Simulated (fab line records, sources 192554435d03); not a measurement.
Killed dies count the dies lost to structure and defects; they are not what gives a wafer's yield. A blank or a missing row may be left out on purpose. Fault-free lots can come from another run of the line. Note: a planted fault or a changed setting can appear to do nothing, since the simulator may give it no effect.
The tool behind it: which one?    flow n5 finfet    24 lots, 72 wafers sampled, at 6 steps of a route of 1938

WHAT EACH GAUGE READ, for each wafer
No reading from a measuring or inspecting step in the record can be judged against a usual standard deviation.

EACH LOT AND THE TOOL THAT RAN IT (in order: tool; ch and the chambers of the sampled wafers; start)
lot   N5_BEOL_M2_DEGAS_44           N5_BEOL_M2_PRE_CLEAN_45       N5_BEOL_M2_SURFACE_TREAT_85   N5_BEOL_M2_ANNEAL_49          N5_BEOL_M2_ANNEAL_80          N5_BEOL_M2_ANNEAL_95
L074  pvd sputter-02, day 6 15:40   pvd sputter-02, day 6 15:43   pvd sputter-03, day 6 16:01   pvd sputter-02, day 6 16:23   pvd sputter-02, day 6 16:37   pvd sputter-02, day 6 17:56
L075  pvd sputter-02, day 7 05:40   pvd sputter-02, day 7 05:42   pvd sputter-01, day 7 06:05   pvd sputter-01, day 7 06:26   pvd sputter-01, day 7 06:39   pvd sputter-01, day 7 07:58
L076  pvd sputter-02, day 7 21:50   pvd sputter-02, day 7 21:53   pvd sputter-03, day 7 22:17   pvd sputter-02, day 7 22:44   pvd sputter-02, day 7 22:58   pvd sputter-02, day 8 00:17
L077  pvd sputter-02, day 7 21:58   pvd sputter-02, day 7 22:00   pvd sputter-03, day 7 22:20   pvd sputter-03, day 8 00:27   pvd sputter-03, day 8 00:40   pvd sputter-03, day 8 01:59
L078  pvd sputter-01, day 8 03:58   pvd sputter-01, day 8 04:00   pvd sputter-02, day 8 04:18   pvd sputter-03, day 8 04:43   pvd sputter-03, day 8 04:56   pvd sputter-03, day 8 06:15
L079  pvd sputter-01, day 8 04:02   pvd sputter-01, day 8 04:05   pvd sputter-03, day 8 04:35   pvd sputter-02, day 8 04:58   pvd sputter-02, day 8 05:11   pvd sputter-02, day 8 06:30
L080  pvd sputter-02, day 8 10:41   pvd sputter-02, day 8 10:43   pvd sputter-02, day 8 11:12   pvd sputter-03, day 8 11:32   pvd sputter-03, day 8 11:45   pvd sputter-03, day 8 13:04
L081  pvd sputter-03, day 8 10:45   pvd sputter-03, day 8 10:47   pvd sputter-02, day 8 11:14   pvd sputter-03, day 8 13:22   pvd sputter-03, day 8 13:35   pvd sputter-03, day 8 14:55
L082  pvd sputter-02, day 8 20:44   pvd sputter-02, day 8 20:46   pvd sputter-03, day 8 21:04   pvd sputter-02, day 8 21:25   pvd sputter-02, day 8 21:38   pvd sputter-02, day 8 22:57
L083  pvd sputter-01, day 9 01:56   pvd sputter-01, day 9 01:58   pvd sputter-01, day 9 02:16   pvd sputter-01, day 9 02:37   pvd sputter-01, day 9 02:50   pvd sputter-01, day 9 04:09
L084  pvd sputter-03, day 9 10:13   pvd sputter-03, day 9 10:16   pvd sputter-02, day 9 10:35   pvd sputter-01, day 9 11:04   pvd sputter-01, day 9 11:17   pvd sputter-01, day 9 12:36
L086  pvd sputter-03, day 9 18:53   pvd sputter-03, day 9 18:55   pvd sputter-03, day 9 19:27   pvd sputter-02, day 9 20:32   pvd sputter-02, day 9 20:45   pvd sputter-02, day 9 22:04
L085  pvd sputter-03, day 9 22:45   pvd sputter-03, day 9 22:47   pvd sputter-01, day 9 23:17   pvd sputter-03, day 9 23:44   pvd sputter-03, day 9 23:57   pvd sputter-03, day 10 01:16
L088  pvd sputter-01, day 10 07:31  pvd sputter-01, day 10 07:33  pvd sputter-03, day 10 07:51  pvd sputter-01, day 10 08:14  pvd sputter-01, day 10 08:28  pvd sputter-01, day 10 09:47
L087  pvd sputter-03, day 10 16:27  pvd sputter-03, day 10 16:29  pvd sputter-03, day 10 17:02  pvd sputter-03, day 10 17:26  pvd sputter-03, day 10 17:39  pvd sputter-03, day 10 18:58
L089  pvd sputter-01, day 10 20:55  pvd sputter-01, day 10 20:58  pvd sputter-03, day 10 21:15  pvd sputter-03, day 10 21:38  pvd sputter-03, day 10 21:51  pvd sputter-03, day 10 23:10
L090  pvd sputter-01, day 10 21:00  pvd sputter-01, day 10 21:02  pvd sputter-02, day 10 21:23  pvd sputter-01, day 10 23:19  pvd sputter-01, day 10 23:32  pvd sputter-01, day 11 00:51
L092  pvd sputter-03, day 10 21:25  pvd sputter-03, day 10 21:27  pvd sputter-02, day 10 23:16  pvd sputter-02, day 10 23:34  pvd sputter-02, day 10 23:47  pvd sputter-02, day 11 01:07
L091  pvd sputter-03, day 11 04:22  pvd sputter-03, day 11 04:24  pvd sputter-03, day 11 04:46  pvd sputter-03, day 11 05:08  pvd sputter-03, day 11 05:22  pvd sputter-03, day 11 06:41
L093  pvd sputter-02, day 11 16:37  pvd sputter-02, day 11 16:39  pvd sputter-01, day 11 17:01  pvd sputter-01, day 11 17:19  pvd sputter-01, day 11 17:32  pvd sputter-01, day 11 18:51
L094  pvd sputter-03, day 11 21:39  pvd sputter-03, day 11 21:41  pvd sputter-03, day 11 22:15  pvd sputter-02, day 11 22:34  pvd sputter-02, day 11 22:47  pvd sputter-02, day 12 00:06
L095  pvd sputter-03, day 12 07:59  pvd sputter-03, day 12 08:01  pvd sputter-03, day 12 08:22  pvd sputter-03, day 12 08:40  pvd sputter-03, day 12 08:53  pvd sputter-03, day 12 10:12
L096  pvd sputter-03, day 12 08:24  pvd sputter-03, day 12 08:26  pvd sputter-01, day 12 08:44  pvd sputter-02, day 12 09:14  pvd sputter-02, day 12 09:28  pvd sputter-02, day 12 10:47
L097  pvd sputter-01, day 12 11:02  pvd sputter-01, day 12 11:04  pvd sputter-03, day 12 11:24  pvd sputter-03, day 12 11:46  pvd sputter-03, day 12 11:59  pvd sputter-03, day 12 13:18
- N5_BEOL_M2_DEGAS_44: time 60 s.
- N5_BEOL_M2_PRE_CLEAN_45: time 30 s.
- N5_BEOL_M2_SURFACE_TREAT_85
- N5_BEOL_M2_ANNEAL_49: time 240 s.
- N5_BEOL_M2_ANNEAL_80: time 240 s.
- N5_BEOL_M2_ANNEAL_95: time 240 s.

WHAT THE TOOLS THEMSELVES READ (means of the sampled wafers that have a number; where no wafer has one, the mark that the record gives instead)
N5_BEOL_M2_DEGAS_44.
lot   tool            heater power w (W)
L074  pvd sputter-02  356
L075  pvd sputter-02  348
L076  pvd sputter-02  350
L077  pvd sputter-02  347
L078  pvd sputter-01  321
L079  pvd sputter-01  330
L080  pvd sputter-02  346
L081  pvd sputter-03  337
L082  pvd sputter-02  345
L083  pvd sputter-01  344
L084  pvd sputter-03  338
L086  pvd sputter-03  328
L085  pvd sputter-03  324
L088  pvd sputter-01  338
L087  pvd sputter-03  329
L089  pvd sputter-01  334
L090  pvd sputter-01  374
L092  pvd sputter-03  333
L091  pvd sputter-03  343
L093  pvd sputter-02  355
L094  pvd sputter-03  309
L095  pvd sputter-03  338
L096  pvd sputter-03  327
L097  pvd sputter-01  350

N5_BEOL_M2_PRE_CLEAN_45.
lot   tool            heater power w (W)
L074  pvd sputter-02  357
L075  pvd sputter-02  351
L076  pvd sputter-02  349
L077  pvd sputter-02  348
L078  pvd sputter-01  317
L079  pvd sputter-01  331
L080  pvd sputter-02  340
L081  pvd sputter-03  344
L082  pvd sputter-02  349
L083  pvd sputter-01  347
L084  pvd sputter-03  339
L086  pvd sputter-03  325
L085  pvd sputter-03  319
L088  pvd sputter-01  340
L087  pvd sputter-03  328
L089  pvd sputter-01  330
L090  pvd sputter-01  377
L092  pvd sputter-03  338
L091  pvd sputter-03  341
L093  pvd sputter-02  363
L094  pvd sputter-03  306
L095  pvd sputter-03  332
L096  pvd sputter-03  337
L097  pvd sputter-01  351

N5_BEOL_M2_ANNEAL_49.
lot   tool            heater power w (W)  susceptor_temp_C_max
L074  pvd sputter-02  879                 400.6
L075  pvd sputter-01  808                 400.9
L076  pvd sputter-02  875                 400.7
L077  pvd sputter-03  842                 401.0
L078  pvd sputter-03  850                 401.1
L079  pvd sputter-02  863                 400.6
L080  pvd sputter-03  831                 401.2
L081  pvd sputter-03  809                 400.9
L082  pvd sputter-02  883                 400.8
L083  pvd sputter-01  799                 400.9
L084  pvd sputter-01  773                 400.9
L086  pvd sputter-02  881                 400.8
L085  pvd sputter-03  784                 401.1
L088  pvd sputter-01  937                 400.9
L087  pvd sputter-03  772                 401.1
L089  pvd sputter-03  817                 401.0
L090  pvd sputter-01  865                 400.6
L092  pvd sputter-02  882                 400.7
L091  pvd sputter-03  834                 400.9
L093  pvd sputter-01  827                 400.6
L094  pvd sputter-02  844                 400.6
L095  pvd sputter-03  787                 401.4
L096  pvd sputter-02  908                 400.5
L097  pvd sputter-03  775                 401.0

N5_BEOL_M2_ANNEAL_80.
lot   tool            heater power w (W)  susceptor_temp_C_max
L074  pvd sputter-02  878                 400.7
L075  pvd sputter-01  806                 401.2
L076  pvd sputter-02  870                 400.6
L077  pvd sputter-03  846                 400.9
L078  pvd sputter-03  844                 401.1
L079  pvd sputter-02  852                 400.7
L080  pvd sputter-03  823                 400.8
L081  pvd sputter-03  803                 400.7
L082  pvd sputter-02  879                 400.7
L083  pvd sputter-01  790                 401.0
L084  pvd sputter-01  779                 400.7
L086  pvd sputter-02  873                 400.7
L085  pvd sputter-03  781                 401.2
L088  pvd sputter-01  935                 400.7
L087  pvd sputter-03  777                 401.1
L089  pvd sputter-03  824                 401.1
L090  pvd sputter-01  862                 400.8
L092  pvd sputter-02  871                 401.1
L091  pvd sputter-03  833                 401.2
L093  pvd sputter-01  830                 400.8
L094  pvd sputter-02  851                 400.9
L095  pvd sputter-03  792                 401.1
L096  pvd sputter-02  901                 400.9
L097  pvd sputter-03  789                 400.8

N5_BEOL_M2_ANNEAL_95.
lot   tool            heater power w (W)  susceptor_temp_C_max
L074  pvd sputter-02  880                 400.8
L075  pvd sputter-01  794                 400.8
L076  pvd sputter-02  877                 400.6
L077  pvd sputter-03  842                 401.3
L078  pvd sputter-03  831                 400.9
L079  pvd sputter-02  869                 400.7
L080  pvd sputter-03  835                 401.2
L081  pvd sputter-03  809                 400.8
L082  pvd sputter-02  881                 400.8
L083  pvd sputter-01  805                 400.7
L084  pvd sputter-01  768                 400.9
L086  pvd sputter-02  869                 400.8
L085  pvd sputter-03  767                 401.3
L088  pvd sputter-01  963                 401.0
L087  pvd sputter-03  777                 401.2
L089  pvd sputter-03  820                 400.8
L090  pvd sputter-01  873                 400.9
L092  pvd sputter-02  877                 400.8
L091  pvd sputter-03  831                 401.1
L093  pvd sputter-01  825                 400.7
L094  pvd sputter-02  858                 400.8
L095  pvd sputter-03  791                 401.1
L096  pvd sputter-02  887                 400.6
L097  pvd sputter-03  787                 401.0

THE ANSWER, worked out from the rows above alone
Rule: the lots themselves supply what counts as usual. Put in order of their means at a reading, lots are off if they are a third of the lots or fewer, leave a main group of 4 or more, and stand apart from it by a gap of 3 or more times the standard deviation of the main group's means; of several such gaps the widest counts. If all means in a main group match to the digits the tables above print for the reading, that group is not used. A lot without any number at a reading at which 4 lots or more have one is off too. Where the step has rows for the other lots, those lots are counted as sound. The gauges are gone through in route order, then the tools' own readings, and for those a lot's mean is taken as printed above. At the first step where some lot is off, the reading lying furthest off is the one used; lots without a number count as furthest.
Nothing can be told from this: no lot is off at any reading shown.

WHAT HAD BEEN PUT IN BY THE SIMULATOR
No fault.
